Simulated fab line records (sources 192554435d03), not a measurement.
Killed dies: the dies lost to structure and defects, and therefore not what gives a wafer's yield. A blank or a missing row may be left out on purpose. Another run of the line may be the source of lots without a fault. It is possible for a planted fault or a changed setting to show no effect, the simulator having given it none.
A single fault, viewed from 2 desks :: flow n5_finfet :: what lay behind the numbers comes last; until then each desk has only its own

METROLOGY DESK
Lot by lot, what the gauges showed, no matter which tool ran the lot: averages of those sampled wafers that carry a number. If a lot's mean is further than 4 standard deviations from the usual mean, the lot is out of limits and carries the mark OUT (the distance appears in the brackets). It has 10 readings; the 7 that lie furthest out on some lot are the ones shown.
Columns: A = DIBL_N at N5_BEOL_M4_RC_MEAS_101, usual 35.9 mV/V; B = IOFF_N at N5_BEOL_M4_RC_MEAS_101, usual 0.152 nA/um; C = IOFF_P at N5_BEOL_M4_RC_MEAS_101, usual 0.204 nA/um; D = ION_N at N5_BEOL_M4_RC_MEAS_101, usual 673 uA/um; E = ION_P at N5_BEOL_M4_RC_MEAS_101, usual 462 uA/um; F = VT_N at N5_BEOL_M4_RC_MEAS_101, usual 250.3 mV; G = VT_P at N5_BEOL_M4_RC_MEAS_101, usual -250.6 mV
lot: L722
first seen here: day 8 20:23
A: 33.7
B: 0.138
C: 0.195
D: 667
E: 463
F: 250.6
G: -250.3

lot: L728
first seen here: day 10 22:23
A: 36.8
B: 0.173
C: 0.222
D: 686
E: 468
F: 246.4
G: -248.9

lot: L727
first seen here: day 11 00:04
A: 34.8
B: 0.130
C: 0.176
D: 673
E: 461
F: 253.3
G: -252.7

lot: L730
first seen here: day 11 07:58
A: 37.6
B: 0.204
C: 0.224
D: 683
E: 461
F: 244.3
G: -251.0

lot: L732
first seen here: day 11 09:10
A: 34.7
B: 0.159
C: 0.215
D: 681
E: 468
F: 248.4
G: -249.1

lot: L733
first seen here: day 12 10:53
A: 37.1
B: 0.160
C: 0.243
D: 680
E: 472
F: 249.2
G: -245.1

lot: L740
first seen here: day 13 17:28
A: 35.9
B: 0.158
C: 0.182
D: 671
E: 454
F: 249.6
G: -254.8

lot: L739
first seen here: day 13 17:34
A: 36.2
B: 0.169
C: 0.225
D: 682
E: 469
F: 246.8
G: -248.2

lot: L743
first seen here: day 14 22:47
A: 35.5
B: 0.137
C: 0.225
D: 667
E: 471
F: 251.2
G: -246.5
This desk's finding: nothing out of limits on any of the 9 lots.

TOOL OWNER'S DESK, rie_si-02
The tool's own readings at N5_FIN_SAQP_ETCH_65 (etches SiO2 in CF4, target depth 4 nm, time 4.4 s): means of the sampled wafers that have a number, for each lot that ran on this tool. If a lot's mean is further than 4 standard deviations from the usual mean, the lot is out of limits and carries the mark OUT (the distance appears in the brackets).
Columns: A = drypump_motor_current_A at N5_FIN_SAQP_ETCH_65, usual 5.6 A; B = oes_product_au at N5_FIN_SAQP_ETCH_65, usual 0.994 a.u.; C = throttle_valve_pct at N5_FIN_SAQP_ETCH_65, usual 21.76 %
lot: L727
first seen here: day 3 18:16
A: 5.7
B: 0.991
C: 21.61

lot: L730
first seen here: day 4 11:57
A: 5.8
B: 0.983
C: 21.73

lot: L732
first seen here: day 5 06:02
A: 5.1
B: 1.243 (+14) OUT
C: 21.55

lot: L733
first seen here: day 5 08:49
A: 5.9
B: 1.080 (+4.8) OUT
C: 21.51
This desk's verdict: out of limits on L732, L733, starting with L732 at day 5 06:02 (oes_product_au at N5_FIN_SAQP_ETCH_65). L727, L730: within limits.

BROUGHT TOGETHER
The tool owner's desk had the chance to raise an alarm at day 5 06:02 on L732, L733.
Metrology desk: nothing out of limits seen.
The metrology desk has L732, L733 on record, within its limits.
Of the lots named, all ran N5_FIN_SAQP_ETCH_65 on rie_si-02.

WHAT WAS PUT IN BY THE SIMULATOR
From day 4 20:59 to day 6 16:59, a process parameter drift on rie_si-02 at N5_FIN_SAQP_ETCH_65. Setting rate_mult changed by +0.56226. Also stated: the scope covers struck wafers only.
Struck lots among those shown: L732, L733.
Time in hours from fault onset to the first out-of-limits reading at each desk: the tool owner's desk, 9.
